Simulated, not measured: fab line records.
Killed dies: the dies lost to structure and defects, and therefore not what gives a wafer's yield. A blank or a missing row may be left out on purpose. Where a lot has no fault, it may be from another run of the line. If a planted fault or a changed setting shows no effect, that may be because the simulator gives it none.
Split-lot trial / flow n5Finfet / 7 lots, 39 wafers read, on a route of 1938 steps

== ON THE SPLIT ==
At N5_HKMG_FIN_CVD_62 (deposits a-Si from Si2H6, target thk 3 nm, time 20.8 s), the setting tempC was moved away from the recipe's 500 C on 15 of the 39 wafers read, by -3.9% to +4.4%. All remaining wafers had this setting at the recipe value.

Reading taken at the split's own step.

== THE READING ==
a-Si_of_HKMG_FIN_CVD_62.thkNm (the simulator's own value, which no gauge read), in nm, at N5_HKMG_FIN_CVD_62 (deposits a-Si from Si2H6, target thk 3 nm, time 20.8 s). No usual value for it is given in the file. Here, 24 wafers ran the recipe; their average is 3.0 nm with a standard deviation of 0.16 nm.

wafer=L075.3; tool, chamber at the split=thermalCvdSi-02, 2; tempC as run, C=500; against the recipe=recipe; a-Si_of_HKMG_FIN_CVD_62.thkNm, nm=3; against lot-mates on the recipe=-
wafer=L075.4; tool, chamber at the split=thermalCvdSi-02, 1,0; tempC as run, C=500; against the recipe=recipe; a-Si_of_HKMG_FIN_CVD_62.thkNm, nm=3.2; against lot-mates on the recipe=-
wafer=L075.6; tool, chamber at the split=thermalCvdSi-02, 1,0; tempC as run, C=500; against the recipe=recipe; a-Si_of_HKMG_FIN_CVD_62.thkNm, nm=3.2; against lot-mates on the recipe=-
wafer=L076.1; tool, chamber at the split=thermalCvdSi-01, 1; tempC as run, C=500; against the recipe=recipe; a-Si_of_HKMG_FIN_CVD_62.thkNm, nm=2.8; against lot-mates on the recipe=-
wafer=L076.2; tool, chamber at the split=thermalCvdSi-01, 2,0; tempC as run, C=517.3; against the recipe=+3.5%; a-Si_of_HKMG_FIN_CVD_62.thkNm, nm=5; against lot-mates on the recipe=+2.0
wafer=L076.4; tool, chamber at the split=thermalCvdSi-01, 2,0; tempC as run, C=517.3; against the recipe=+3.5%; a-Si_of_HKMG_FIN_CVD_62.thkNm, nm=5; against lot-mates on the recipe=+2.0
wafer=L076.3; tool, chamber at the split=thermalCvdSi-01, 0; tempC as run, C=500; against the recipe=recipe; a-Si_of_HKMG_FIN_CVD_62.thkNm, nm=3; against lot-mates on the recipe=-
wafer=L076.5; tool, chamber at the split=thermalCvdSi-01, 2; tempC as run, C=500; against the recipe=recipe; a-Si_of_HKMG_FIN_CVD_62.thkNm, nm=3.2; against lot-mates on the recipe=-
wafer=L076.6; tool, chamber at the split=thermalCvdSi-01, 1; tempC as run, C=517.3; against the recipe=+3.5%; a-Si_of_HKMG_FIN_CVD_62.thkNm, nm=4.8; against lot-mates on the recipe=+1.8
wafer=L078.1; tool, chamber at the split=thermalCvdSi-01, 2,0,2; tempC as run, C=500; against the recipe=recipe; a-Si_of_HKMG_FIN_CVD_62.thkNm, nm=3; against lot-mates on the recipe=-
wafer=L078.4; tool, chamber at the split=thermalCvdSi-01, 2,0,2; tempC as run, C=500; against the recipe=recipe; a-Si_of_HKMG_FIN_CVD_62.thkNm, nm=3; against lot-mates on the recipe=-
wafer=L078.6; tool, chamber at the split=thermalCvdSi-01, 2,0,2; tempC as run, C=500; against the recipe=recipe; a-Si_of_HKMG_FIN_CVD_62.thkNm, nm=3; against lot-mates on the recipe=-
wafer=L078.2; tool, chamber at the split=thermalCvdSi-01, 0,1; tempC as run, C=500; against the recipe=recipe; a-Si_of_HKMG_FIN_CVD_62.thkNm, nm=2.8; against lot-mates on the recipe=-
wafer=L078.5; tool, chamber at the split=thermalCvdSi-01, 0,1; tempC as run, C=500; against the recipe=recipe; a-Si_of_HKMG_FIN_CVD_62.thkNm, nm=2.8; against lot-mates on the recipe=-
wafer=L078.3; tool, chamber at the split=thermalCvdSi-01, 1; tempC as run, C=500; against the recipe=recipe; a-Si_of_HKMG_FIN_CVD_62.thkNm, nm=2.6; against lot-mates on the recipe=-
wafer=L080.1; tool, chamber at the split=thermalCvdSi-01, 2,1; tempC as run, C=500; against the recipe=recipe; a-Si_of_HKMG_FIN_CVD_62.thkNm, nm=3.2; against lot-mates on the recipe=-
wafer=L080.6; tool, chamber at the split=thermalCvdSi-01, 2,1; tempC as run, C=500; against the recipe=recipe; a-Si_of_HKMG_FIN_CVD_62.thkNm, nm=3.2; against lot-mates on the recipe=-
wafer=L080.2; tool, chamber at the split=thermalCvdSi-01, 0,1; tempC as run, C=521.8; against the recipe=+4.4%; a-Si_of_HKMG_FIN_CVD_62.thkNm, nm=5.4; against lot-mates on the recipe=+2.3
wafer=L080.3; tool, chamber at the split=thermalCvdSi-01, 0,1; tempC as run, C=521.8; against the recipe=+4.4%; a-Si_of_HKMG_FIN_CVD_62.thkNm, nm=5.4; against lot-mates on the recipe=+2.3
wafer=L080.4; tool, chamber at the split=thermalCvdSi-01, 2; tempC as run, C=500; against the recipe=recipe; a-Si_of_HKMG_FIN_CVD_62.thkNm, nm=3; against lot-mates on the recipe=-
wafer=L080.5; tool, chamber at the split=thermalCvdSi-01, 0; tempC as run, C=521.8; against the recipe=+4.4%; a-Si_of_HKMG_FIN_CVD_62.thkNm, nm=5.6; against lot-mates on the recipe=+2.5
wafer=L084.1; tool, chamber at the split=thermalCvdSi-01, 0,1; tempC as run, C=500; against the recipe=recipe; a-Si_of_HKMG_FIN_CVD_62.thkNm, nm=3.2; against lot-mates on the recipe=-
wafer=L084.2; tool, chamber at the split=thermalCvdSi-01, 0,1; tempC as run, C=500; against the recipe=recipe; a-Si_of_HKMG_FIN_CVD_62.thkNm, nm=3.2; against lot-mates on the recipe=-
wafer=L084.3; tool, chamber at the split=thermalCvdSi-01, 2,1,2; tempC as run, C=480.4; against the recipe=-3.9%; a-Si_of_HKMG_FIN_CVD_62.thkNm, nm=1.8; against lot-mates on the recipe=-1.3
wafer=L084.5; tool, chamber at the split=thermalCvdSi-01, 2,1,2; tempC as run, C=480.4; against the recipe=-3.9%; a-Si_of_HKMG_FIN_CVD_62.thkNm, nm=1.8; against lot-mates on the recipe=-1.3
wafer=L084.6; tool, chamber at the split=thermalCvdSi-01, 2,1,2; tempC as run, C=480.4; against the recipe=-3.9%; a-Si_of_HKMG_FIN_CVD_62.thkNm, nm=1.8; against lot-mates on the recipe=-1.3
wafer=L084.4; tool, chamber at the split=thermalCvdSi-01, 0; tempC as run, C=500; against the recipe=recipe; a-Si_of_HKMG_FIN_CVD_62.thkNm, nm=3; against lot-mates on the recipe=-
wafer=L090.1; tool, chamber at the split=thermalCvdSi-01, 2,0,2; tempC as run, C=493.8; against the recipe=-1.2%; a-Si_of_HKMG_FIN_CVD_62.thkNm, nm=2.6; against lot-mates on the recipe=-0.3
wafer=L090.3; tool, chamber at the split=thermalCvdSi-01, 2,0,2; tempC as run, C=493.8; against the recipe=-1.2%; a-Si_of_HKMG_FIN_CVD_62.thkNm, nm=2.6; against lot-mates on the recipe=-0.3
wafer=L090.5; tool, chamber at the split=thermalCvdSi-01, 2,0,2; tempC as run, C=493.8; against the recipe=-1.2%; a-Si_of_HKMG_FIN_CVD_62.thkNm, nm=2.6; against lot-mates on the recipe=-0.3
wafer=L090.2; tool, chamber at the split=thermalCvdSi-01, 1,0; tempC as run, C=500; against the recipe=recipe; a-Si_of_HKMG_FIN_CVD_62.thkNm, nm=3; against lot-mates on the recipe=-
wafer=L090.4; tool, chamber at the split=thermalCvdSi-01, 1,0; tempC as run, C=500; against the recipe=recipe; a-Si_of_HKMG_FIN_CVD_62.thkNm, nm=3; against lot-mates on the recipe=-
wafer=L090.6; tool, chamber at the split=thermalCvdSi-01, 1; tempC as run, C=500; against the recipe=recipe; a-Si_of_HKMG_FIN_CVD_62.thkNm, nm=2.8; against lot-mates on the recipe=-
wafer=L093.1; tool, chamber at the split=thermalCvdSi-02, 1,2,2; tempC as run, C=521.9; against the recipe=+4.4%; a-Si_of_HKMG_FIN_CVD_62.thkNm, nm=5.6; against lot-mates on the recipe=+2.5
wafer=L093.2; tool, chamber at the split=thermalCvdSi-02, 1,2,2; tempC as run, C=521.9; against the recipe=+4.4%; a-Si_of_HKMG_FIN_CVD_62.thkNm, nm=5.6; against lot-mates on the recipe=+2.5
wafer=L093.6; tool, chamber at the split=thermalCvdSi-02, 1,2,2; tempC as run, C=521.9; against the recipe=+4.4%; a-Si_of_HKMG_FIN_CVD_62.thkNm, nm=5.6; against lot-mates on the recipe=+2.5
wafer=L093.3; tool, chamber at the split=thermalCvdSi-02, 0,1; tempC as run, C=500; against the recipe=recipe; a-Si_of_HKMG_FIN_CVD_62.thkNm, nm=3; against lot-mates on the recipe=-
wafer=L093.5; tool, chamber at the split=thermalCvdSi-02, 0,1; tempC as run, C=500; against the recipe=recipe; a-Si_of_HKMG_FIN_CVD_62.thkNm, nm=3; against lot-mates on the recipe=-
wafer=L093.4; tool, chamber at the split=thermalCvdSi-02, 0; tempC as run, C=500; against the recipe=recipe; a-Si_of_HKMG_FIN_CVD_62.thkNm, nm=3.2; against lot-mates on the recipe=-
If several chambers appear in one row, that row covers several wafers at once and the file leaves open which wafer was in which chamber.

THE FIT
A straight line over all 39 wafers: a-Si_of_HKMG_FIN_CVD_62.thkNm changes by +0.491 nm for each +1% of tempC; r = +0.97; the points scatter about the line by 0.26 nm.
The same after taking each lot's own level away (the mean of its wafers on the recipe; 39 wafers): +0.487 nm for each +1%; r = +0.98; scatter 0.22 nm.
On that fit, the largest move of tempC shifts the reading by 2.1 nm.
Across the lots, their own levels run from 2.87 to 3.13 nm, a range of 1.6 times the standard deviation given above.
The two slopes are in agreement: the lot-to-lot level therefore moves the slope only a little.
Check: with one of the wafers moved furthest among these (+4.4%) left out of the fit, the line predicts +2.23 nm for it against its lot-mates. It came out at +2.53 nm against them.

== THESE WAFERS: OTHER SPLITS ==
These wafers also went through other splits before the reading. Each is held against what the fit with the lots' levels taken away leaves over:
other split on the same wafers=N5_FIN_SAQP_ETCH_52 sourceW; wafers away from the commonest value=9; r with a-Si_of_HKMG_FIN_CVD_62.thkNm (lot level and that fit taken away)=-0.29
other split on the same wafers=N5_FIN_SAQP_ETCH_65 timeS; wafers away from the commonest value=15; r with a-Si_of_HKMG_FIN_CVD_62.thkNm (lot level and that fit taken away)=-0.13
other split on the same wafers=N5_DUMMY_GATE_ETCH_37 sourceW; wafers away from the commonest value=12; r with a-Si_of_HKMG_FIN_CVD_62.thkNm (lot level and that fit taken away)=-0.25
other split on the same wafers=N5_DUMMY_GATE_ETCH_32 timeS; wafers away from the commonest value=12; r with a-Si_of_HKMG_FIN_CVD_62.thkNm (lot level and that fit taken away)=+0.15
other split on the same wafers=N5_SD_EPI_N_EXPOSE_06 doseMj; wafers away from the commonest value=12; r with a-Si_of_HKMG_FIN_CVD_62.thkNm (lot level and that fit taken away)=+0.12

== THE FILE'S OWN FIT ==
a-Si_of_HKMG_FIN_CVD_62.thkNm changes by +0.501 nm for each +1% of tempC, r = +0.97.
